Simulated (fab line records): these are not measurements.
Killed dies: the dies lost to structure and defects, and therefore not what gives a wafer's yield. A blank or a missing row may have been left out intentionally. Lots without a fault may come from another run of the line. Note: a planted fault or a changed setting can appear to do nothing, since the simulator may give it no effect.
A lot that was struck, set against a sound lot -- flow n5_finfet -- 15 out of 1938 route steps
Sound: the wafers L937.3, L937.4, L937.5. Struck: wafer L945.1 (left out: L945.2, L945.3 of the same lot, which were not struck); the cause appears at the end.
Order at every step that has rows: each side's tool, ch and its chambers, its first start. Under that, the readings that differ: sound wafers -- struck wafers -- difference of the means -- sigmas: that difference in standard deviations of wafers without a fault.
alike: words and numbers the same on both sides, and readings whose means are apart by under 2 such deviations; not compared: readings that were withheld, readings missing a value for some wafer, numbers with overlapping values and no deviation given by the record, and bounds like >300 which may hide the same value.
The two part at a step that has a row with sigmas, a row that says differs or no value, or rows on one side only. Numbers that don't overlap but have no deviation are shown without sigmas and don't part them. A reading that every wafer of one side lacks parts them only if that side has two wafers or more.

first, 2 steps without rows for these wafers: N5_BEOL_M6_CURE_75 (cures SiCOH lowk, time 120 s); N5_BEOL_M6_DEGAS_44 (time 60 s).
N5_BEOL_M6_PRE_CLEAN_45: time 30 s.
  struck on pvd_sputter-03, day 12 17:00; sound on pvd_sputter-02, day 10 11:29
  alike: heater_power_w
then, 1 step without rows for these wafers: N5_BEOL_M6_ALD_77 (deposits TaN, target thk 2 nm, pulse time 2 s, purge time 3 s).
N5_BEOL_M6_SURFACE_TREAT_79:
  struck on pvd_sputter-03, day 12 17:26; sound on pvd_sputter-02, day 10 11:52
  not compared: throttle_valve_pct
then, 1 step without rows for these wafers: N5_BEOL_M6_CVD_78 (deposits Co from CCTBA/H2, target thk 2 nm, time 142.3 s).
N5_BEOL_M6_SPUTTER_48: material Cu, target thk 10 nm, time 1.667 s.
  struck on pvd_sputter-01, day 12 17:38; sound on pvd_sputter-03, day 10 12:10
  alike: bias_v, chamber_pressure_pa, throttle_valve_pct
then, 1 step without rows for these wafers: N5_BEOL_M6_ECD_50 (material Cu, target thk 300 nm).
N5_BEOL_M6_ANNEAL_51: time 90 s.
  sound on rtp_anneal-01 ch 0, day 10 12:53; struck on rtp_anneal-01 ch 0, day 12 18:01
  alike: wafer_temp_C_max
N5_BEOL_M6_CMP_52: polishes, stops on SiCOH lowk, t overpolish 6.9 s, target thk 80 nm.
  sound on cmp-01 ch 2,3, day 10 13:05; struck on cmp-04 ch 3, day 12 18:18
reading,sound,struck,difference,sigmas
time_to_endpoint_s (s),58 62 56,68,+9,+2
  alike: barrier_field_endpoint_s, motor_current_A, overpolish_run_s
  not compared: pad_life_wafers
N5_BEOL_M6_THK_MEAS_53: measures by xrf.
  struck on film_metro-02, day 12 18:36; sound on film_metro-01, day 10 13:23
  alike: M6_THK
then, 1 step without rows for these wafers: N5_BEOL_M6_PRE_CLEAN_55 (time 15 s).
N5_BEOL_M6_DEP_56: deposits SiCN from 3MS/NH3, target thk 10 nm, time 17.5 s.
  sound on pecvd-03 ch 0,1,2, day 10 13:26; struck on pecvd-04 ch 2, day 12 18:40
reading,sound,struck,difference,sigmas
showerhead_plenum_p_Torr (Torr),3.670 3.678 3.664,3.640,-0.031,-2
model.SiCN_of_BEOL_M6_DEP_56.thk_nm (nm),10 10.2 10,7.2,-2.9,
  alike: throttle_valve_pct
N5_BEOL_M6_RS_MEAS_57: the measuring method here is four-point-probe.
  struck on film_metro-02, day 12 18:44; sound on film_metro-01, day 10 13:31
  alike: M6_RS
N5_PASSIVATION_PROBE_49:
  sound wafers here have rows in the record (prober-01, day 13 19:47); struck ones have none

## WHERE THEY PART
At N5_BEOL_M6_CMP_52 first; at N5_PASSIVATION_PROBE_49 last (within this record only).

WHY: what had been put in by the simulator
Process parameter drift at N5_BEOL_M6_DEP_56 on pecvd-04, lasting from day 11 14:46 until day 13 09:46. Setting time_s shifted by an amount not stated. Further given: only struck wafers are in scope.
